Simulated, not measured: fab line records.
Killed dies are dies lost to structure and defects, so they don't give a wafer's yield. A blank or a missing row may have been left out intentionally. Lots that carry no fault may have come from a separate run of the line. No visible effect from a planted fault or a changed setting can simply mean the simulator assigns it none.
Which tool was responsible? / flow nandHarc / 39 wafers from 14 lots sampled at 6 of the route's 1159 steps

== WHAT EACH GAUGE READ, for each wafer ==
NHARC_P_STI_OVL_MEAS_10.
lot=L453; measured=day 2 17:10; on=overlay-02; overlayXNm (nm)=-6 -5 -5; overlayYNm (nm)=-2 -1 -2
lot=L454; measured=day 3 03:31; on=overlay-02; overlayXNm (nm)=6 7 7; overlayYNm (nm)=2 3 2
lot=L455; measured=day 3 03:40; on=overlay-02; overlayXNm (nm)=-6 -7 -6; overlayYNm (nm)=0 1 0
lot=L457; measured=day 3 18:05; on=overlay-01; overlayXNm (nm)=3 3 3; overlayYNm (nm)=2 2 2
lot=L458; measured=day 4 01:55; on=overlay-02; overlayXNm (nm)=3 3 3; overlayYNm (nm)=11 10 11
lot=L460; measured=day 4 11:15; on=overlay-02; overlayXNm (nm)=-4 -4 -3; overlayYNm (nm)=-7 -7 -7
lot=L461; measured=day 4 19:06; on=overlay-02; overlayXNm (nm)=3 4 4; overlayYNm (nm)=-3 -3 -3
lot=L464; measured=day 5 11:10; on=overlay-02; overlayXNm (nm)=5 5; overlayYNm (nm)=8 8
lot=L465; measured=day 5 18:48; on=overlay-01; overlayXNm (nm)=7 8; overlayYNm (nm)=7 7
lot=L468; measured=day 6 14:16; on=overlay-01; overlayXNm (nm)=-10 -9; overlayYNm (nm)=-4 -4
lot=L469; measured=day 6 14:25; on=overlay-02; overlayXNm (nm)=-1 -1 -2; overlayYNm (nm)=-2 -2 -2
lot=L471; measured=day 7 01:53; on=overlay-01; overlayXNm (nm)=-7 -7 -6; overlayYNm (nm)=1 1 1
lot=L472; measured=day 7 12:47; on=overlay-02; overlayXNm (nm)=-5 -5 -5; overlayYNm (nm)=-7 -7 -8
lot=L475; measured=day 8 04:43; on=overlay-02; overlayXNm (nm)=3 3 3; overlayYNm (nm)=-8 -9 -9

NHARC_P_STI_INSPECT_25.
lot=L453; measured=day 3 23:01; on=defectInspect-01; rawDefectCount=361 330 250
lot=L454; measured=day 4 08:39; on=defectInspect-02; rawDefectCount=138 113 125
lot=L455; measured=day 4 08:39; on=defectInspect-01; rawDefectCount=241 325 390
lot=L457; measured=day 4 18:15; on=defectInspect-01; rawDefectCount=184 234 162
lot=L458; measured=day 5 12:41; on=defectInspect-02; rawDefectCount=156 161 147
lot=L460; measured=day 5 12:43; on=defectInspect-02; rawDefectCount=132 107 202
lot=L461; measured=day 6 02:41; on=defectInspect-01; rawDefectCount=177 289 152
lot=L464; measured=day 6 23:41; on=defectInspect-02; rawDefectCount=173 234
lot=L465; measured=day 7 04:14; on=defectInspect-01; rawDefectCount=479 225
lot=L468; measured=day 7 20:19; on=defectInspect-01; rawDefectCount=214 176
lot=L469; measured=day 7 20:19; on=defectInspect-02; rawDefectCount=227 350 394
lot=L471; measured=day 8 12:46; on=defectInspect-01; rawDefectCount=318 283 366
lot=L472; measured=day 8 18:16; on=defectInspect-01; rawDefectCount=233 257 153
lot=L475; measured=day 9 05:07; on=defectInspect-01; rawDefectCount=139 104 128

NHARC_P_GATE_CD_MEAS_26 targets a cd of 120 nm.
lot=L453; measured=day 4 21:08; on=cdSem-03; cdNm (nm)=120.7 120.3 120.4
lot=L454; measured=day 5 08:17; on=cdSem-02; cdNm (nm)=120.6 119.8 121.0
lot=L455; measured=day 5 07:48; on=cdSem-03; cdNm (nm)=118.9 119.6 119.5
lot=L457; measured=day 5 20:19; on=cdSem-01; cdNm (nm)=120.3 120.3 121.2
lot=L458; measured=day 6 12:13; on=cdSem-02; cdNm (nm)=120.4 119.9 120.2
lot=L460; measured=day 6 12:22; on=cdSem-02; cdNm (nm)=120.3 120.2 120.3
lot=L461; measured=day 7 04:16; on=cdSem-01; cdNm (nm)=120.4 119.9 120.5
lot=L464; measured=day 7 23:06; on=cdSem-03; cdNm (nm)=127.9 127.8
lot=L465; measured=day 8 02:12; on=cdSem-02; cdNm (nm)=120.3 127.9
lot=L468; measured=day 8 18:58; on=cdSem-02; cdNm (nm)=119.5 127.0
lot=L469; measured=day 8 18:45; on=cdSem-02; cdNm (nm)=120.0 120.6 120.0
lot=L471; measured=day 9 11:58; on=cdSem-02; cdNm (nm)=120.7 120.1 120.3
lot=L472; measured=day 9 17:37; on=cdSem-01; cdNm (nm)=121.3 120.2 120.1
lot=L475; measured=day 10 03:58; on=cdSem-03; cdNm (nm)=119.7 120.9 120.0

NHARC_END_SORT_01.
lot=L464; measured=day 22 07:05; on=prober-02; killedAtArray=22; killedAtOther=0; killedAtPeriphery=3; killedDies=25; killedOpen=2; killedShort=0
lot=L465; measured=day 23 15:55; on=prober-02; killedAtArray=29; killedAtOther=1; killedAtPeriphery=4; killedDies=34; killedOpen=3; killedShort=3

== WHICH TOOL RAN EACH LOT (tool, then ch and the chambers of the sampled wafers, then the start) ==
lot=L453; NHARC_P_GATE_PEB_24=lithoTrack-06 ch 0, day 4 21:04; NHARC_P_GATE_ETCH_104=rieDiel-06 ch 0,1,3, day 4 21:26
lot=L454; NHARC_P_GATE_PEB_24=lithoTrack-06 ch 0, day 5 08:12; NHARC_P_GATE_ETCH_104=rieDiel-06 ch 0,1,3, day 5 09:17
lot=L455; NHARC_P_GATE_PEB_24=lithoTrack-06 ch 0, day 5 07:43; NHARC_P_GATE_ETCH_104=rieDiel-05 ch 0,1,2, day 5 08:10
lot=L457; NHARC_P_GATE_PEB_24=lithoTrack-06 ch 0, day 5 20:14; NHARC_P_GATE_ETCH_104=rieDiel-06 ch 0,1,3, day 5 20:37
lot=L458; NHARC_P_GATE_PEB_24=lithoTrack-06 ch 0, day 6 12:08; NHARC_P_GATE_ETCH_104=rieDiel-05 ch 0,2,3, day 6 12:40
lot=L460; NHARC_P_GATE_PEB_24=lithoTrack-06 ch 0, day 6 12:17; NHARC_P_GATE_ETCH_104=rieDiel-13 ch 1,2, day 6 12:48
lot=L461; NHARC_P_GATE_PEB_24=lithoTrack-06 ch 0, day 7 04:11; NHARC_P_GATE_ETCH_104=rieDiel-05 ch 0,1,2, day 7 04:33
lot=L464; NHARC_P_GATE_PEB_24=lithoTrack-06 ch 0, day 7 23:01; NHARC_P_GATE_ETCH_104=rieDiel-06 ch 0,3, day 7 23:22
lot=L465; NHARC_P_GATE_PEB_24=lithoTrack-06 ch 0, day 8 02:07; NHARC_P_GATE_ETCH_104=rieDiel-06 ch 0,2, day 8 02:43
lot=L468; NHARC_P_GATE_PEB_24=lithoTrack-06 ch 0, day 8 18:53; NHARC_P_GATE_ETCH_104=rieDiel-05 ch 1,2, day 8 19:15
lot=L469; NHARC_P_GATE_PEB_24=lithoTrack-01 ch 0, day 8 18:41; NHARC_P_GATE_ETCH_104=rieDiel-06 ch 1,2, day 8 19:02
lot=L471; NHARC_P_GATE_PEB_24=lithoTrack-01 ch 0, day 9 11:53; NHARC_P_GATE_ETCH_104=rieDiel-06 ch 0,1,2, day 9 12:17
lot=L472; NHARC_P_GATE_PEB_24=lithoTrack-01 ch 0, day 9 17:32; NHARC_P_GATE_ETCH_104=rieDiel-06 ch 1,2,3, day 9 17:53
lot=L475; NHARC_P_GATE_PEB_24=lithoTrack-04 ch 0, day 10 03:52; NHARC_P_GATE_ETCH_104=rieDiel-13 ch 0,2, day 10 05:07
- NHARC_P_GATE_PEB_24: peb time 65 s.
- NHARC_P_GATE_ETCH_104: etches the open film in CF4/CHF3, target depth 60 nm.

== AS READ BY THE TOOLS THEMSELVES (means over the sampled wafers that have a number; for cases with no such wafer, the mark the record gives instead) ==
NHARC_P_GATE_PEB_24.
lot=L453; tool=lithoTrack-06; heaterPowerTotalW (W)=156.2
lot=L454; tool=lithoTrack-06; heaterPowerTotalW (W)=156.5
lot=L455; tool=lithoTrack-06; heaterPowerTotalW (W)=156.5
lot=L457; tool=lithoTrack-06; heaterPowerTotalW (W)=156.6
lot=L458; tool=lithoTrack-06; heaterPowerTotalW (W)=156.5
lot=L460; tool=lithoTrack-06; heaterPowerTotalW (W)=156.5
lot=L461; tool=lithoTrack-06; heaterPowerTotalW (W)=157.0
lot=L464; tool=lithoTrack-06; heaterPowerTotalW (W)=174.2
lot=L465; tool=lithoTrack-06; heaterPowerTotalW (W)=165.6
lot=L468; tool=lithoTrack-06; heaterPowerTotalW (W)=165.6
lot=L469; tool=lithoTrack-01; heaterPowerTotalW (W)=156.8
lot=L471; tool=lithoTrack-01; heaterPowerTotalW (W)=156.7
lot=L472; tool=lithoTrack-01; heaterPowerTotalW (W)=156.6
lot=L475; tool=lithoTrack-04; heaterPowerTotalW (W)=156.7

NHARC_P_GATE_ETCH_104.
lot=L453; tool=rieDiel-06; drypumpMotorCurrentA (A)=5.8; oesProductAu (a.u.)=0.925; rfVppV (V)=370.2; showerheadPlenumPTorr (Torr)=1.57; throttleValvePct (%)=16.795
lot=L454; tool=rieDiel-06; drypumpMotorCurrentA (A)=5.8; oesProductAu (a.u.)=0.939; rfVppV (V)=371.0; showerheadPlenumPTorr (Torr)=1.57; throttleValvePct (%)=16.798
lot=L455; tool=rieDiel-05; drypumpMotorCurrentA (A)=5.9; oesProductAu (a.u.)=0.940; rfVppV (V)=372.7; showerheadPlenumPTorr (Torr)=1.65; throttleValvePct (%)=16.801
lot=L457; tool=rieDiel-06; drypumpMotorCurrentA (A)=5.8; oesProductAu (a.u.)=0.922; rfVppV (V)=370.8; showerheadPlenumPTorr (Torr)=1.57; throttleValvePct (%)=16.806
lot=L458; tool=rieDiel-05; drypumpMotorCurrentA (A)=6.0; oesProductAu (a.u.)=0.923; rfVppV (V)=372.1; showerheadPlenumPTorr (Torr)=1.63; throttleValvePct (%)=16.807
lot=L460; tool=rieDiel-13; drypumpMotorCurrentA (A)=6.1; oesProductAu (a.u.)=0.936; rfVppV (V)=371.2; showerheadPlenumPTorr (Torr)=1.57; throttleValvePct (%)=16.803
lot=L461; tool=rieDiel-05; drypumpMotorCurrentA (A)=5.9; oesProductAu (a.u.)=0.975; rfVppV (V)=373.0; showerheadPlenumPTorr (Torr)=1.65; throttleValvePct (%)=16.803
lot=L464; tool=rieDiel-06; drypumpMotorCurrentA (A)=5.9; oesProductAu (a.u.)=0.923; rfVppV (V)=372.4; showerheadPlenumPTorr (Torr)=1.60; throttleValvePct (%)=16.805
lot=L465; tool=rieDiel-06; drypumpMotorCurrentA (A)=5.2; oesProductAu (a.u.)=0.921; rfVppV (V)=372.1; showerheadPlenumPTorr (Torr)=1.61; throttleValvePct (%)=16.791
lot=L468; tool=rieDiel-05; drypumpMotorCurrentA (A)=5.8; oesProductAu (a.u.)=0.960; rfVppV (V)=372.6; showerheadPlenumPTorr (Torr)=1.62; throttleValvePct (%)=16.807
lot=L469; tool=rieDiel-06; drypumpMotorCurrentA (A)=5.3; oesProductAu (a.u.)=0.927; rfVppV (V)=368.9; showerheadPlenumPTorr (Torr)=1.54; throttleValvePct (%)=16.798
lot=L471; tool=rieDiel-06; drypumpMotorCurrentA (A)=5.2; oesProductAu (a.u.)=0.940; rfVppV (V)=369.9; showerheadPlenumPTorr (Torr)=1.56; throttleValvePct (%)=16.796
lot=L472; tool=rieDiel-06; drypumpMotorCurrentA (A)=5.7; oesProductAu (a.u.)=0.924; rfVppV (V)=370.8; showerheadPlenumPTorr (Torr)=1.59; throttleValvePct (%)=16.802
lot=L475; tool=rieDiel-13; drypumpMotorCurrentA (A)=5.8; oesProductAu (a.u.)=0.924; rfVppV (V)=370.2; showerheadPlenumPTorr (Torr)=1.55; throttleValvePct (%)=16.793

== THE ANSWER, worked out from the rows above alone ==
Rule: what is usual is taken from the lots themselves. Put in order of their means at a reading, lots are off if they are a third of the lots or fewer, leave a main group of 4 or more, and stand apart from it by a gap of 3 or more times the standard deviation of the main group's means; of several such gaps the widest counts. A main group is skipped when, at the precision printed for the reading in the tables above, its means are all equal. A lot without any number at a reading at which 4 lots or more have one is off too. The other lots that the step has rows for count as sound. After the gauges, taken in route order, come the tools' own readings; for these a lot's mean is taken, as printed above. At the first step where some lot is off, the reading lying furthest off is the one used; lots without a number count as furthest.
Off, at NHARC_P_GATE_CD_MEAS_26 on cdNm: L464, L465, L468. Main group: mean 120.3 nm, sd 0.32.
If a tool, at a process step before that reading, ran all the lots that are off and no sound lot after the first of them, it fits. Not tried: the gauges at NHARC_P_GATE_CD_MEAS_26; whatever is off there is also off at NHARC_P_GATE_PEB_24, on other tools, and gauge error can't account for it. One fits: NHARC_P_GATE_PEB_24 on lithoTrack-06. Its last sound lot is L461 (day 7 04:11), its first lot that is off L464 (day 7 23:01): a fault that began between those two fits.
The tool's own readings at NHARC_P_GATE_PEB_24 bear it out: on the lots that are off they differ by more than 5 times the standard deviation of the sound lots' means. heaterPowerTotalW reads 168.5 W there against 156.6 W on the sound lots.

== WHAT THE SIMULATOR HAD INSERTED ==
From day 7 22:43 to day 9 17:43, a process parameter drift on lithoTrack-06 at NHARC_P_GATE_PEB_24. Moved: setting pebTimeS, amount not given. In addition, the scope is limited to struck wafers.
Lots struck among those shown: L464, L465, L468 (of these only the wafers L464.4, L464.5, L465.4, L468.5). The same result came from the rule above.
